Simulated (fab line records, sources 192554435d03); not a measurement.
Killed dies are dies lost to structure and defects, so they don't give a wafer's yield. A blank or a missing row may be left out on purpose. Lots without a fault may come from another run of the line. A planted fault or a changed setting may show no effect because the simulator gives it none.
Split-lot experiment | flow n5_finfet | 7 lots, 21 wafers read, on a route of 1938 steps

THE SPLIT
At N5_BEOL_M6_ETCH_62 (etches SOC in N2/H2, target depth 110 nm, overetch 22 nm, time 165 s), the setting time_s was moved away from the recipe's 165 s on 8 of the 21 wafers read, by -5.6% to +17.0%. The other wafers ran this setting at the recipe's value.

FROM THE SPLIT TO THE READING: what the file shows between them, 2 steps
- N5_BEOL_M6_STRIP_68: strips in N2/H2
- N5_BEOL_M6_STRIP_67: strips in CF4

THE READING
etch.depth_nm (the simulator's own value, which no gauge read), in nm, at N5_BEOL_M6_HM_OPEN_17 (chemistry Cl2/BCl3, target TiN, target depth 20 nm, overetch 6 nm). The file gives no usual value for it. The 13 wafers here that ran the recipe average 20.13 nm, standard deviation 0.24 nm.

wafer  | tool, chamber at the split | time_s as run, s | against the recipe | etch.depth_nm, nm | against lot-mates on the recipe
L074.1 | rie_diel-03, 2,1           | 165              | recipe             | 19.69             | -
L074.4 | rie_diel-03, 2,1           | 165              | recipe             | 19.76             | -
L074.5 | rie_diel-03, 1             | 175.9            | +6.6%              | 18.72             | -1.01
L076.1 | rie_diel-06, 0,3,1         | 165              | recipe             | 20.32             | -
L076.2 | rie_diel-06, 0,3,1         | 165              | recipe             | 20.3              | -
L076.3 | rie_diel-06, 0,3,1         | 165              | recipe             | 20.27             | -
L077.1 | rie_diel-01, 2,1           | 165              | recipe             | 20.26             | -
L077.3 | rie_diel-01, 2,1           | 165              | recipe             | 20.27             | -
L077.6 | rie_diel-01, 2             | 193.1            | +17.0%             | 17.4              | -2.87
L078.2 | rie_diel-06, 0,1           | 179.7            | +8.9%              | 18.97             | -1.32
L078.3 | rie_diel-06, 1             | 165              | recipe             | 20.29             | -
L078.6 | rie_diel-06, 0,1           | 179.7            | +8.9%              | 18.76             | -1.53
L081.1 | rie_diel-01, 0,1,2         | 165              | recipe             | 20.24             | -
L081.3 | rie_diel-01, 0,1,2         | 165              | recipe             | 20.19             | -
L081.4 | rie_diel-01, 0,1,2         | 165              | recipe             | 20.06             | -
L085.1 | rie_diel-01, 0,3           | 155.7            | -5.6%              | 19.73             | +0.04
L085.4 | rie_diel-01, 0,3           | 155.7            | -5.6%              | 19.83             | +0.14
L085.5 | rie_diel-01, 0             | 165              | recipe             | 19.69             | -
L088.1 | rie_diel-01, 3,1           | 181.3            | +9.9%              | 18.69             | -1.65
L088.2 | rie_diel-01, 3,1           | 181.3            | +9.9%              | 18.52             | -1.82
L088.3 | rie_diel-01, 2             | 165              | recipe             | 20.34             | -
Where a row lists several chambers, the file gives one row for several wafers and doesn't say which wafer went through which chamber.

THE FIT
A straight line over all 21 wafers: etch.depth_nm changes by -0.126 nm for each +1% of time_s; r = -0.87; the points scatter about the line by 0.4 nm.
The same after taking each lot's own level away (the mean of its wafers on the recipe; 21 wafers): -0.146 nm for each +1%; r = -0.96; scatter 0.24 nm.
On that fit, the largest move of time_s shifts the reading by 2.5 nm.
The lots' own levels span 19.690 to 20.340 nm, that is 2.7 times the standard deviation above.
So the lot-to-lot level changes the slope: the two fits differ.
Check: with one of the wafers moved furthest among these (+17.0%) left out of the fit, the line predicts -2.46 nm for it against its lot-mates. It came out at -2.87 nm against them.

OTHER SPLITS ON THESE WAFERS
These wafers also went through other splits before the reading. Each is held against what the fit with the lots' levels taken away leaves over:
other split on the same wafers | wafers away from the commonest value | r with etch.depth_nm (lot level and that fit taken away)
N5_BEOL_M5_ETCH_72 source_w    | 5                                    | +0.18
N5_BEOL_M5_COAT_74 spin_rpm    | 8                                    | -0.43
N5_BEOL_M5_ETCH_68 time_s      | 7                                    | +0.03
N5_BEOL_M5_ETCH_41 source_w    | 6                                    | +0.27

THE FILE'S OWN FIT
etch.depth_nm changes by -0.158 nm for each +1% of time_s, r = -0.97.
